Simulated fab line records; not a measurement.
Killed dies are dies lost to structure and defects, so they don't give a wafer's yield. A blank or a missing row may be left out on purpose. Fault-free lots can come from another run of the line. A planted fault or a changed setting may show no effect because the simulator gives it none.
The tool behind it: which one?	flow nand_harc	Sampling: 12 lots, 36 wafers, 5 of 1302 route steps

WHAT THE GAUGES READ, wafer by wafer
NHARC_A_DECK1_JOINT_THK_MEAS_17: measures by ellipsometry. Usual: thk_nm reads 44.9 nm (standard deviation 0.98).
lot	measured	on	thk_nm (nm)	flag
L231	day 12 21:23	film_metro-01	45.4 45.3 45.1	
L235	day 14 09:19	film_metro-02	45.0 46.5 43.5	
L238	day 15 13:22	film_metro-01	46.1 44.4 46.1	
L237	day 15 13:22	film_metro-02	43.2 45.2 46.9	
L239	day 16 12:35	film_metro-01	45.8 46.0 44.6	
L240	day 16 12:20	film_metro-01	44.9 44.9 44.0	
L241	day 17 06:04	film_metro-01	42.9 46.8 43.9	
L242	day 18 02:01	film_metro-01	45.1 46.6 41.6	
L245	day 18 13:10	film_metro-01	36.9 44.3 44.7	
L251	day 21 12:20	film_metro-01	45.3 43.4 42.8	
L252	day 22 02:12	film_metro-01	44.1 44.8 44.6	
L253	day 22 02:13	film_metro-02	44.9 45.5 44.6	

WHAT TOOL EACH LOT RAN ON (gives the tool, then ch and the chambers of the sampled wafers, and finally the start)
lot	NHARC_A_CHANNEL_HOLE_D1_ETCH_25	NHARC_A_CHANNEL_FILL_D1_ALD_02	NHARC_A_DECK1_JOINT_ETCHBACK_07	NHARC_A_DECK1_JOINT_DEP_16
L231	har_etch-02 ch 0,1, day 9 08:41	ald_hk-01 ch 0,1,3, day 9 11:49	rie_si-04 ch 0,1,3, day 11 13:19	pecvd-03 ch 0,1,2, day 12 21:08
L235	har_etch-02 ch 0,1, day 10 16:35	ald_hk-01 ch 0,1, day 10 19:44	rie_si-04 ch 0,1, day 13 01:14	pecvd-03 ch 0,1,2, day 14 09:02
L238	har_etch-02 ch 0,1, day 11 23:31	ald_hk-01 ch 0,2,3, day 12 02:25	rie_si-01 ch 0,1,2, day 14 04:20	pecvd-01 ch 0,1,2, day 15 13:07
L237	har_etch-01 ch 1, day 11 23:32	ald_hk-01 ch 0,1,2, day 12 02:51	rie_si-05 ch 2,3, day 14 04:20	pecvd-04 ch 0,1,2, day 15 13:05
L239	har_etch-02 ch 0,1, day 12 20:08	ald_hk-03 ch 0,1, day 12 23:00	rie_si-04 ch 0,1, day 15 01:37	pecvd-01 ch 0,1, day 16 12:13
L240	har_etch-01 ch 0,1, day 12 23:41	ald_hk-01 ch 1,2,3, day 13 02:50	rie_si-05 ch 2,3, day 15 01:37	pecvd-04 ch 0,1,2, day 16 12:04
L241	har_etch-02 ch 1, day 13 07:14	ald_hk-02 ch 1,2,3, day 13 10:05	rie_si-01 ch 0,1,2, day 15 13:16	pecvd-01 ch 0,1,2, day 17 05:48
L242	har_etch-01 ch 0,1, day 14 05:57	ald_hk-03 ch 0,3, day 14 08:56	rie_si-05 ch 1,2,3, day 16 08:40	pecvd-01 ch 0,1,2, day 18 01:44
L245	har_etch-01 ch 0,1, day 15 02:43	ald_hk-02 ch 0,1,3, day 15 05:49	rie_si-04 ch 1,2,3, day 17 04:44	pecvd-01 ch 0,1,2, day 18 12:53
L251	har_etch-02 ch 0,1, day 17 23:39	ald_hk-02 ch 0,2,3, day 18 02:40	rie_si-04 ch 0,1,3, day 20 02:59	pecvd-04 ch 0,1,2, day 21 12:04
L252	har_etch-01 ch 0,1, day 18 03:24	ald_hk-01 ch 1,2,3, day 18 08:53	rie_si-01 ch 0,1,2, day 20 08:53	pecvd-03 ch 1,2, day 22 01:57
L253	har_etch-01 ch 0,1, day 18 07:33	ald_hk-03 ch 1,3, day 18 10:39	rie_si-05 ch 0,1,2, day 20 08:53	pecvd-04 ch 0,2, day 22 01:59
- NHARC_A_CHANNEL_HOLE_D1_ETCH_25: etches the open film in C4F8/O2/Ar, time 1040.2 s, target depth 1500 nm.
- NHARC_A_CHANNEL_FILL_D1_ALD_02: deposits SiO2, target thk 6 nm, pulse time 10 s, ald cycles 60.
- NHARC_A_DECK1_JOINT_ETCHBACK_07: etches the open film in HBr, target depth 105 nm, time 26.9 s.
- NHARC_A_DECK1_JOINT_DEP_16: deposits SiO2, target thk 45 nm.

AS READ BY THE TOOLS THEMSELVES (means over the sampled wafers that have a number; for cases with no such wafer, the mark the record gives instead)
NHARC_A_CHANNEL_HOLE_D1_ETCH_25. Usual: drypump_motor_current_A 5.8 A, standard deviation 0.35; showerhead_plenum_p_Torr 3.68 Torr, standard deviation 0.069; throttle_valve_pct 32.235 %, standard deviation 0.0094.
lot	tool	drypump_motor_current_A (A)	showerhead_plenum_p_Torr (Torr)	throttle_valve_pct (%)	flag
L231	har_etch-02	5.5	3.71	32.238	
L235	har_etch-02	5.5	3.70	32.231	
L238	har_etch-02	5.5	3.69	32.229	
L237	har_etch-01	6.3	3.70	32.236	
L239	har_etch-02	5.6	3.64	32.230	
L240	har_etch-01	6.1	3.70	32.232	
L241	har_etch-02	5.4	3.75	32.232	
L242	har_etch-01	5.9	3.69	32.233	
L245	har_etch-01	6.1	3.68	32.225	
L251	har_etch-02	5.5	3.78	32.233	
L252	har_etch-01	6.1	3.65	32.245	
L253	har_etch-01	6.2	3.65	32.236	

NHARC_A_CHANNEL_FILL_D1_ALD_02. Usual: heater_power_w 471 W, standard deviation 62; precursor_pulse_height_rel 1.002, standard deviation 0.02.
lot	tool	heater_power_w (W)	precursor_pulse_height_rel	flag
L231	ald_hk-01	469	1.018	
L235	ald_hk-01	447	0.996	
L238	ald_hk-01	481	1.000	
L237	ald_hk-01	442	1.001	
L239	ald_hk-03	451	0.995	
L240	ald_hk-01	459	0.988	
L241	ald_hk-02	476	1.001	
L242	ald_hk-03	451	1.030	
L245	ald_hk-02	495	1.012	
L251	ald_hk-02	505	1.009	
L252	ald_hk-01	459	1.009	
L253	ald_hk-03	446	0.999	

NHARC_A_DECK1_JOINT_ETCHBACK_07. Usual: drypump_motor_current_A 5.7 A, standard deviation 0.43; oes_product_au 0.998 a.u., standard deviation 0.011; throttle_valve_pct 23.265 %, standard deviation 0.0093.
lot	tool	drypump_motor_current_A (A)	oes_product_au (a.u.)	throttle_valve_pct (%)	flag
L231	rie_si-04	5.3	0.994	23.267	
L235	rie_si-04	5.4	0.993	23.268	
L238	rie_si-01	5.9	0.997	23.264	
L237	rie_si-05	6.1	0.999	23.266	
L239	rie_si-04	5.5	0.995	23.269	
L240	rie_si-05	6.1	0.998	23.269	
L241	rie_si-01	5.9	1.003	23.265	
L242	rie_si-05	6.0	0.992	23.262	
L245	rie_si-04	5.5	1.001	23.254	
L251	rie_si-04	5.3	0.994	23.255	
L252	rie_si-01	5.9	0.997	23.265	
L253	rie_si-05	6.1	0.998	23.266	

NHARC_A_DECK1_JOINT_DEP_16. Usual: heater_power_w 575 W, standard deviation 88; showerhead_vpp_V 1832 V, standard deviation 110; throttle_valve_pct 16.3 %, standard deviation 0.43.
lot	tool	heater_power_w (W)	showerhead_vpp_V (V)	throttle_valve_pct (%)	flag
L231	pecvd-03	492	1828	16.2	
L235	pecvd-03	528	1819	16.2	
L238	pecvd-01	605	1867	16.3	
L237	pecvd-04	559	1786	16.3	
L239	pecvd-01	672	1817	16.4	
L240	pecvd-04	557	1800	16.6	
L241	pecvd-01	625	1872	16.3	
L242	pecvd-01	621	1872	16.3	
L245	pecvd-01	634	1863	16.3	
L251	pecvd-04	586	1814	16.5	
L252	pecvd-03	493	1771	16.0	
L253	pecvd-04	609	1722	16.6	

THE ANSWER, worked out from the rows above alone
Rule: lot off if the mean of its wafers having a number is beyond 3 standard deviations from the usual mean. A lot without any number at a reading at which 4 lots or more have one is off too. All remaining lots with rows at the step are treated as sound. First the gauges in route order, then the tools' own readings, where a lot's mean is used as printed above. The first step at which some lot is off is used, and at that step the reading that is off furthest; a lot without a number counts as furthest.
Nothing can be told from this: no lot is off at any reading shown.

WHAT THE SIMULATOR PUT IN
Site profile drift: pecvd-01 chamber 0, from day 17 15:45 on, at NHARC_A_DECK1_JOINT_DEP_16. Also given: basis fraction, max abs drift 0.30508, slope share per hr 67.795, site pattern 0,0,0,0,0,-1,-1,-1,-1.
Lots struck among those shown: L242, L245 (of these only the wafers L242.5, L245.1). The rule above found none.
